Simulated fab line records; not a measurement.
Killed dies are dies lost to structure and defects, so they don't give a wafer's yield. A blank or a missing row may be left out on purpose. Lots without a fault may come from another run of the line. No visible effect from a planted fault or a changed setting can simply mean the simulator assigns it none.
A struck lot beside a sound one || flow n5_finfet || 29 steps out of a route of 1938
Sound: the wafers L774.1, L774.4, L774.6. Struck: wafer L765.5. Last of all comes the cause.
At each step with rows: each side's tool, then ch and its chambers, then its first start. Under that, the readings that differ: sound wafers || struck wafers || difference of the means || sigmas: that difference in standard deviations of wafers without a fault.
alike: a reading whose means differ by less than 2 such deviations, as well as words and numbers matching on both sides. not compared: withheld readings; readings where some wafer has no value; bounds like >300 that might hide an equal value; numbers whose values overlap and for which the record gives no deviation.
The two part at a step that has a row with sigmas, a row that says differs or no value, or rows on one side only. When numbers do not overlap yet have no deviation, they are printed without sigmas and do not part them. A reading missing from all wafers of one side parts the sides only when that side holds two or more wafers.

first, 6 steps without rows for these wafers: N5_BEOL_M0_SAQP_COAT_34 (resist thk 30 nm); N5_BEOL_M0_SAQP_EBR_36; N5_BEOL_M0_SAQP_SOFTBAKE_35 (time 60 s); N5_BEOL_M0_SAQP_EXPOSE_37 (exposes mask M0 CUT1, target cd 30 nm); N5_BEOL_M0_SAQP_PEB_38 (peb time 60 s); N5_BEOL_M0_SAQP_DEVELOP_39 (develop time 30 s).
N5_BEOL_M0_SAQP_CD_MEAS_40: target cd 30 nm.
  sound on cd_sem-01 ch 0, day 9 15:30; struck on cd_sem-01 ch 0, day 7 04:09
  alike: cd_nm
N5_BEOL_M0_SAQP_OVL_MEAS_41:
  sound on overlay-01 ch 0, day 9 15:32; struck on overlay-02 ch 0, day 7 04:12
  alike: M0_CUT1_OVL
N5_BEOL_M0_SAQP_INSPECT_42: inspects for defects (brightfield).
  sound on defect_inspect-02, day 9 15:35; struck on defect_inspect-02, day 7 04:14
  alike: raw_defect_count
then, 2 steps without rows for these wafers: N5_BEOL_M0_SAQP_DESCUM_45 (chemistry O2, time 7 s); N5_BEOL_M0_SAQP_ETCH_88 (etches underlayer in N2/H2, target depth 6.5 nm, time 5.2 s).
N5_BEOL_M0_SAQP_ETCH_73: etches SiARC in CF4, target depth 19.5 nm, time 32.5 s.
  sound on rie_diel-05 ch 1,2, day 9 15:40; struck on rie_diel-02 ch 0, day 7 04:20
  alike: drypump_motor_current_A, etch_rf_on_time_s, oes_product_au, rf_vpp_V, showerhead_plenum_p_Torr, throttle_valve_pct
  not compared: rf_hours_counter_h
N5_BEOL_M0_SAQP_CUT_ETCH_46: etches SOC in N2/H2, target depth 135 nm, overetch 27 nm, time 202.5 s.
  sound on rie_diel-05 ch 1,2, day 9 15:42; struck on rie_diel-02 ch 0, day 7 04:26
  alike: drypump_motor_current_A, rf_vpp_V, showerhead_plenum_p_Torr, throttle_valve_pct
  not compared: rf_hours_counter_h
then, 2 steps without rows for these wafers: N5_BEOL_M0_SAQP_STRIP_74 (strips in N2/H2); N5_BEOL_M0_SAQP_STRIP_89 (strips in N2/H2).
N5_BEOL_M0_SAQP_ALD_48: deposits SiO2, target thk 20 nm, pulse time 1 s, co reactant pulse time 1 s.
  sound on ald_sin-03 ch 0,1,2, day 9 15:55; struck on ald_sin-02 ch 2, day 7 04:48
  alike: heater_power_w, precursor_pulse_height_rel
N5_BEOL_M0_SAQP_ETCH_49: etches SiO2 in CF4/O2, target depth 37 nm.
  sound on rie_diel-02 ch 0,1,2, day 9 16:26; struck on rie_diel-03 ch 2, day 7 05:08
  alike: drypump_motor_current_A, oes_product_au, rf_vpp_V, showerhead_plenum_p_Torr, throttle_valve_pct
  not compared: rf_hours_counter_h
N5_BEOL_M0_SAQP_STRIP_75: strips in CF4.
  sound on rie_diel-02 ch 0,1,2, day 9 16:32; struck on rie_diel-03 ch 2, day 7 05:11
  alike: drypump_motor_current_A, oes_product_au, rf_vpp_V, showerhead_plenum_p_Torr, throttle_valve_pct
  not compared: rf_hours_counter_h
then, 7 steps without rows for these wafers: N5_BEOL_M0_CUTY_COAT_50 (time 60 s, resist thk 15 nm); N5_BEOL_M0_CUTY_COAT_51 (resist thk 150 nm); N5_BEOL_M0_CUTY_EBR_52; N5_BEOL_M0_CUTY_SOFTBAKE_53 (time 60 s); N5_BEOL_M0_CUTY_EXPOSE_54 (exposes mask M0 ABLK); N5_BEOL_M0_CUTY_PEB_55 (peb time 60 s); N5_BEOL_M0_CUTY_DEVELOP_56 (develop time 30 s).
N5_BEOL_M0_CUTY_CD_MEAS_57: target cd 200 nm.
  sound on cd_sem-01 ch 0, day 9 16:55; struck on cd_sem-03 ch 0, day 7 05:35
  alike: cd_nm
N5_BEOL_M0_CUTY_OVL_MEAS_58:
  sound on overlay-01 ch 0, day 9 16:57; struck on overlay-02 ch 0, day 7 05:36
  alike: M0_ABLK_OVL
N5_BEOL_M0_CUTY_INSPECT_59: inspects for defects (macro).
  sound on defect_inspect-02, day 9 16:59; struck on defect_inspect-01, day 7 05:38
{"reading": "raw_defect_count", "sound": "2 1 2", "struck": 14, "difference": "+12", "sigmas": "+9"}
N5_BEOL_M0_CUTY_DESCUM_61: chemistry O2, time 7.9 s.
  sound on rie_diel-06 ch 0,1, day 9 17:01; struck on rie_diel-04 ch 0, day 7 05:53
{"reading": "drypump_motor_current_A (A)", "sound": "5.2 5.6 5.2", "struck": 6.1, "difference": "+0.8", "sigmas": "+2"}
  alike: oes_product_au, rf_vpp_V, showerhead_plenum_p_Torr, throttle_valve_pct
  not compared: rf_hours_counter_h

## WHERE THEY PART
Earliest at N5_BEOL_M0_CUTY_INSPECT_59; latest, in this record, at N5_BEOL_M0_CUTY_DESCUM_61.

WHY: what the simulator had put in
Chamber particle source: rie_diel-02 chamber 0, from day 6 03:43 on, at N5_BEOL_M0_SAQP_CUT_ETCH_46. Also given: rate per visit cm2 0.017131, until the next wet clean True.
